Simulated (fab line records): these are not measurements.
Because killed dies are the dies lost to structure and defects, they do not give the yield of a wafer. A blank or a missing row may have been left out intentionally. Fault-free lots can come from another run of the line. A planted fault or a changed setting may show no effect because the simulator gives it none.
fab line records	flow nand_harc
[record] lots = 14	wafers = 42	last_day = 33
route steps=1302 shown A_M1@1181
lots untouched by any fault: they come from a run of this same line in which no faults occurred
start_h: hours from the record's first day to the start of the lot's first wafer shown	wait_h: hours elapsed since this lot's preceding step	" as in the row above	L1.1+2: several wafers, shown together as one row	- no value, or no start given	* or withheld: withheld	< > ~ a bound
route shown NAME@n: a module of which the file shows steps, and the number in the route of the first	usual: mean/standard deviation of fault-free wafers	same: alike in all rows	chamber/n: place in a boat	sites: each site's reading	_std_site: how widely they spread, as a standard deviation	_edge_site: mean of outer sites minus mean of inner sites	radius_mm: for every site, how far away it sits from the centre of the wafer	mask NAME#n: copy n	behind: the last tool/chamber to shape the wafer	hold: why the lot went on hold/how many hours it stayed there/how the hold came to an end	device: which transistor (n, p or np) failed to switch	end of line: at the end of the route, the tests of the same wafers	for a step that has no rows: nothing shown but its recipe	killed: count of dies lost to structure and defects at first sort (not the wafer's yield)	map: a wafer's dies, marking killed ones x, the rest . and places with no die _
set.NAME: setting as actually run; set.NAME@STEP: the setting as run at that earlier step	model.NAME: the simulator's own value behind a step, which no gauge read
steps of the route over a sample of lots; a table a step, a row a wafer
services: a tool's chamber out of use, with start hour (start_h, from the record's first day; less than 0 if before it), hours out, and reason
[[steps]]
[step NHARC_A_M1_INSPECT_11]
[usual] raw_defect_count = 89/37
lot.wafer	tool	chamber	start_h	wait_h	raw_defect_count
L959.2	defect_inspect-02	-	525.54	0.0	22
L959.4	"	-	"	"	15
L959.6	"	-	"	"	18
L960.4	defect_inspect-02	-	536.98	0.0	163
L960.5	"	-	"	"	157
L960.6	"	-	"	"	126
L962.1	defect_inspect-01	-	553.16	0.0	20
L962.3	"	-	"	"	22
L962.5	"	-	"	"	16
L961.1	defect_inspect-01	-	554.63	0.0	106
L961.5	"	-	"	"	119
L961.6	"	-	"	"	98
L964.4	defect_inspect-01	-	577.87	0.0	61
L964.5	"	-	"	"	68
L964.6	"	-	"	"	61
L965.1	defect_inspect-01	-	606.67	0.0	69
L965.4	"	-	"	"	79
L965.5	"	-	"	"	63
L968.1	defect_inspect-01	-	635.46	0.0	130
L968.5	"	-	"	"	116
L968.6	"	-	"	"	115
L970.1	defect_inspect-01	-	649.88	0.0	74
L970.3	"	-	"	"	64
L970.5	"	-	"	"	69
L971.1	defect_inspect-02	-	654.11	0.0	100
L971.5	"	-	"	"	100
L971.6	"	-	"	"	101
L972.1	defect_inspect-01	-	668.62	0.0	197
L972.3	"	-	"	"	138
L972.4	"	-	"	"	148
L975.1	defect_inspect-02	-	700.90	0.0	84
L975.4	"	-	"	"	86
L975.5	"	-	"	"	79
L980.2	defect_inspect-02	-	744.29	0.0	81
L980.3	"	-	"	"	84
L980.5	"	-	"	"	88
L979.3	defect_inspect-01	-	745.18	0.0	92
L979.4	"	-	"	"	84
L979.5	"	-	"	"	97
L981.2	defect_inspect-02	-	762.75	0.0	67
L981.3	"	-	"	"	72
L981.5	"	-	"	"	72
[step NHARC_A_M1_ETCH_28]
[recipe] target_depth_a = 300	over_etch_frac = 0.3	time_s = 72.99	ion_energy_ev = 150	cf4_flow_sccm = 50	n2_flow_sccm = 100	ar_flow_sccm = 150	rf_w = 300	bias_w = 100	chemistry = CF4/N2
[usual] bias_w = 100.0/0.32	cf4_flow_sccm = 49.99/0.14	drypump_motor_current_A = 5.7/0.48	oes_product_au = 1.000/0.012	rf_vpp_V = 314.1/1.7	showerhead_plenum_p_Torr = 2.62/0.093	throttle_valve_pct = 19.793/0.0097
lot.wafer	tool	chamber	start_h	wait_h	bias_w	cf4_flow_sccm	drypump_motor_current_A	oes_product_au	rf_hours_counter_h	rf_vpp_V	showerhead_plenum_p_Torr	throttle_valve_pct
L959.4	rie_diel-12	1	526.22	-	99.3	49.92	5.0	0.984	2.5	312.1	2.50	19.788
L959.2	"	3	"	"	99.6	50.11	5.3	1.017	3.3	317.3	2.75	19.798
L959.6	"	2	"	"	99.8	49.95	5.8	0.992	-	315.6	2.69	19.797
L960.4	rie_diel-12	3	537.66	-	99.9	49.87	5.3	1.008	3.6	316.5	2.75	19.805
L960.6	"	3	"	"	100.4	49.84	5.3	0.999	-	315.9	2.75	19.787
L960.5	"	0	"	"	99.8	50.06	6.7	1.005	-	311.4	2.53	19.795
L962.3	rie_diel-12	1	553.84	-	100.4	49.87	5.1	1.007	3.5	311.4	2.50	19.788
L962.1	"	3	"	"	99.6	50.12	5.3	1.017	4.4	315.3	2.75	19.793
L962.5	"	1	"	"	100.4	49.80	5.1	1.000	-	312.1	2.50	19.802
L961.1	rie_diel-03	3	555.33	-	99.8	50.20	5.7	0.993	2.4	313.5	2.65	19.795
L961.6	"	0	"	"	99.9	50.03	5.8	0.986	-	316.4	2.75	19.772
L961.5	"	1	"	"	100.4	50.11	5.5	0.982	-	313.0	2.54	19.807
L964.4	rie_diel-03	0	578.56	-	99.9	49.88	5.8	0.976	2.8	316.4	2.75	19.775
L964.6	"	2	"	"	100.4	50.22	5.5	1.018	-	312.7	2.55	19.791
L964.5	"	3	"	"	99.7	50.31	5.6	0.994	-	315.8	2.65	19.791
L965.1	rie_diel-12	2	607.36	-	99.9	50.13	5.8	0.994	7.5	315.2	2.69	19.787
L965.4	"	3	"	"	99.9	49.87	5.3	1.002	6.9	316.7	2.75	19.809
L965.5	"	2	"	"	100.2	50.15	5.9	0.991	-	314.4	2.69	19.794
L968.1	rie_diel-03	3	636.19	-	99.8	49.97	5.6	1.007	3.9	314.1	2.65	19.799
L968.5	"	3	"	"	100.2	50.01	5.7	1.006	-	314.0	2.65	19.787
L968.6	"	0	"	"	99.5	50.06	5.7	0.999	-	315.7	2.75	19.782
L970.3	rie_diel-12	3	650.62	-	100.0	49.79	5.3	1.000	1.0	315.8	2.75	19.793
L970.1	"	2	"	"	100.1	50.00	5.8	1.004	1.0	314.9	2.69	19.795
L970.5	"	3	"	"	99.6	49.88	5.3	1.003	-	314.8	2.75	19.794
L971.1	rie_diel-03	3	654.80	-	100.2	50.00	5.7	1.009	0.2	313.6	2.65	19.785
L971.5	"	1	"	"	99.9	50.02	5.5	1.003	-	312.9	2.54	19.786
L971.6	"	2	"	"	99.9	49.91	5.5	1.015	-	314.2	2.55	19.794
L972.3	rie_diel-10	0	669.29	-	-	-	-	-	-	-	-	-
L972.4	"	1	"	"	-	-	-	-	-	-	-	-
L972.1	"	3	"	"	-	-	-	-	-	-	-	-
L975.4	rie_diel-03	2	701.58	-	-	-	-	-	-	-	-	-
L975.1	"	3	"	"	-	-	-	-	-	-	-	-
L975.5	"	2	"	"	-	-	-	-	-	-	-	-
L980.3	rie_diel-12	2	745.06	-	99.9	50.22	5.8	0.992	7.0	315.0	2.68	19.777
L980.2	"	1	"	"	100.2	50.02	5.1	1.000	7.5	311.4	2.49	19.803
L980.5	"	1	"	"	99.8	49.83	5.1	0.997	-	312.8	2.49	19.810
L979.3	rie_diel-12	2	745.93	-	99.6	50.09	5.9	0.984	7.1	315.4	2.68	19.789
L979.4	"	3	"	"	100.1	50.00	5.3	1.011	-	314.9	2.75	19.801
L979.5	"	2	"	"	99.9	50.02	5.8	0.999	-	316.0	2.68	19.785
L981.2	rie_diel-03	2	763.49	-	99.9	50.09	5.6	1.013	2.1	313.3	2.55	19.798
L981.3	"	0	"	"	100.1	49.86	5.7	1.009	2.5	317.5	2.75	19.784
L981.5	"	1	"	"	99.9	50.07	5.5	1.008	-	313.7	2.54	19.803
[step NHARC_A_M1_PRE_CLEAN_30]
[recipe] time_s = 30	temp_c = 280	gas = H2/He
[usual] heater_power_w = 414/37	susceptor_temp_C = 279.97/0.2
lot.wafer	tool	chamber	start_h	wait_h	heater_power_w	susceptor_temp_C
L959.4	pvd_sputter-02	-	-	-	493	279.87
L959.2	"	-	"	"	444	279.85
L959.6	"	-	"	"	494	279.98
L960.4	pvd_sputter-03	-	-	-	370	280.13
L960.5	"	-	"	"	346	279.55
L960.6	"	-	"	"	418	280.06
L962.1	pvd_sputter-02	-	-	-	385	279.90
L962.3	"	-	"	"	485	279.86
L962.5	"	-	"	"	401	279.70
L961.1	pvd_sputter-03	-	-	-	420	279.74
L961.6	"	-	"	"	348	279.83
L961.5	"	-	"	"	417	279.97
L964.4	pvd_sputter-02	-	-	-	501	279.84
L964.5	"	-	"	"	387	279.82
L964.6	"	-	"	"	434	280.37
L965.4	pvd_sputter-02	-	-	-	403	279.72
L965.1	"	-	"	"	492	280.00
L965.5	"	-	"	"	388	280.02
L968.1	pvd_sputter-03	-	-	-	369	279.79
L968.6	"	-	"	"	352	280.15
L968.5	"	-	"	"	410	279.88
L970.3	pvd_sputter-03	-	-	-	413	279.72
L970.1	"	-	"	"	390	280.23
L970.5	"	-	"	"	353	279.96
L971.1	pvd_sputter-02	-	-	-	448	280.20
L971.6	"	-	"	"	399	279.58
L971.5	"	-	"	"	435	280.34
L972.1	pvd_sputter-02	-	-	-	397	280.26
L972.4	"	-	"	"	435	280.18
L972.3	"	-	"	"	473	279.91
L975.4	pvd_sputter-01	-	-	-	385	279.92
L975.1	"	-	"	"	376	280.04
L975.5	"	-	"	"	387	279.86
L980.2	pvd_sputter-01	-	-	-	367	280.13
L980.3	"	-	"	"	433	280.27
L980.5	"	-	"	"	429	280.10
L979.4	pvd_sputter-02	-	-	-	467	279.90
L979.3	"	-	"	"	430	280.06
L979.5	"	-	"	"	401	279.96
L981.2	pvd_sputter-02	-	-	-	403	279.90
L981.3	"	-	"	"	444	279.85
L981.5	"	-	"	"	420	280.07
[step NHARC_A_M1_PVD_21]
[recipe] target_thk_a = 300	chamber_pressure_pa = 5	power_w = 5000	substrate_temp_c = 30	time_s = 20.49	material = Cu
[usual] cathode_dc_power_W = 4999.8/0.94	throttle_valve_pct = 29.7/1.5
lot.wafer	tool	chamber	start_h	wait_h	cathode_dc_power_W	throttle_valve_pct
L959.2	pvd_sputter-02	-	-	-	5000.1	29.7
L959.4	"	-	"	"	5002.0	30.3
L959.6	"	-	"	"	5000.6	29.6
L960.4	pvd_sputter-03	-	-	-	5000.6	32.3
L960.6	"	-	"	"	4998.5	28.6
L960.5	"	-	"	"	5003.4	32.4
L962.1	pvd_sputter-02	-	-	-	5000.1	29.5
L962.3	"	-	"	"	4999.5	29.8
L962.5	"	-	"	"	4998.9	30.4
L961.1	pvd_sputter-03	-	-	-	4999.5	29.9
L961.6	"	-	"	"	4999.9	31.7
L961.5	"	-	"	"	5000.1	28.8
L964.4	pvd_sputter-02	-	-	-	4999.5	29.4
L964.5	"	-	"	"	4999.8	29.6
L964.6	"	-	"	"	5000.2	26.8
L965.1	pvd_sputter-02	-	-	-	4999.8	30.4
L965.4	"	-	"	"	4999.2	29.6
L965.5	"	-	"	"	5000.2	29.5
L968.1	pvd_sputter-03	-	-	-	5000.6	31.5
L968.5	"	-	"	"	5000.2	32.7
L968.6	"	-	"	"	4998.5	29.8
L970.3	pvd_sputter-03	-	-	-	4998.9	28.6
L970.1	"	-	"	"	4999.0	30.1
L970.5	"	-	"	"	5000.6	28.7
L971.1	pvd_sputter-02	-	-	-	4998.9	27.3
L971.6	"	-	"	"	4999.9	29.9
L971.5	"	-	"	"	4999.7	30.3
L972.4	pvd_sputter-02	-	-	-	4999.1	30.0
L972.1	"	-	"	"	4999.8	27.1
L972.3	"	-	"	"	4999.7	30.4
L975.1	pvd_sputter-01	-	-	-	5000.3	30.1
L975.4	"	-	"	"	5000.0	28.0
L975.5	"	-	"	"	4998.7	29.9
L980.3	pvd_sputter-01	-	-	-	5000.9	27.9
L980.2	"	-	"	"	5000.2	30.1
L980.5	"	-	"	"	5000.6	30.4
L979.4	pvd_sputter-02	-	-	-	5000.8	30.2
L979.3	"	-	"	"	5000.4	29.8
L979.5	"	-	"	"	5000.8	30.1
L981.3	pvd_sputter-02	-	-	-	4998.7	30.3
L981.2	"	-	"	"	4999.5	29.9
L981.5	"	-	"	"	4999.2	30.3
[[services]]
tool	chamber	start_h	hours	kind
pvd_sputter-03	-	526.00	10.0	pm
rie_diel-03	-	543.87	0.6	repair
pvd_sputter-01	-	582.00	10.0	pm
rie_diel-03	2	584.49	4.5	repair
rie_diel-10	-	596.50	9.0	pm
rie_diel-03	1	599.66	1.2	repair
rie_diel-12	-	622.40	9.0	pm
rie_diel-12	0	631.63	20.0	repair
pvd_sputter-02	-	638.03	10.0	pm
rie_diel-03	-	639.54	9.0	pm
pvd_sputter-01	-	645.71	4.6	repair
rie_diel-12	-	658.92	0.5	repair
pvd_sputter-01	-	698.62	2.1	repair
pvd_sputter-02	-	699.18	7.9	repair
pvd_sputter-01	-	703.64	3.8	repair
pvd_sputter-03	-	704.08	10.0	pm
pvd_sputter-01	-	713.71	1.1	repair
rie_diel-03	2	719.51	5.3	repair
rie_diel-12	2	728.10	3.0	repair
pvd_sputter-03	-	736.97	1.4	repair
rie_diel-12	0	743.53	4.4	repair
rie_diel-03	-	744.34	0.4	repair
pvd_sputter-01	-	760.00	10.0	pm
rie_diel-03	3	760.18	8.2	repair
[[key]]
[first_sign] step = NHARC_A_M1_ETCH_28	reading = tool_record	direction = missing
effect none on later readings
met_at NHARC_A_M1_ETCH_28
struck_lots L972,L975
later_rows_left_out L972.1,L972.3,L972.4,L975.1,L975.4,L975.5
sort_left_out L972.1,L972.3,L972.4,L975.1,L975.4,L975.5
not_acting_at NHARC_A_M1_INSPECT_11,NHARC_A_M1_PRE_CLEAN_30,NHARC_A_M1_PVD_21
onset_between 654.80 669.29
[earlier_fault] kind = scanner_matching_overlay	tool = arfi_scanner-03	chamber = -	onset_h = 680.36	steps = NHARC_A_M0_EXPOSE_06	offset = 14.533
[fault] kind = skipped_step_whole	tool = rie_diel-03,rie_diel-10	chamber = -	onset_h = 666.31	steps = NHARC_A_M1_ETCH_28	scope = struck_lots_only
// sort_left_out: the simulated sort isn't trusted on such a fault, so these wafers' sort isn't shown, and their yield isn't known
// later_rows_left_out: the simulator's readings of these wafers behind a module that went badly wrong aren't trusted and aren't shown, but for the sort
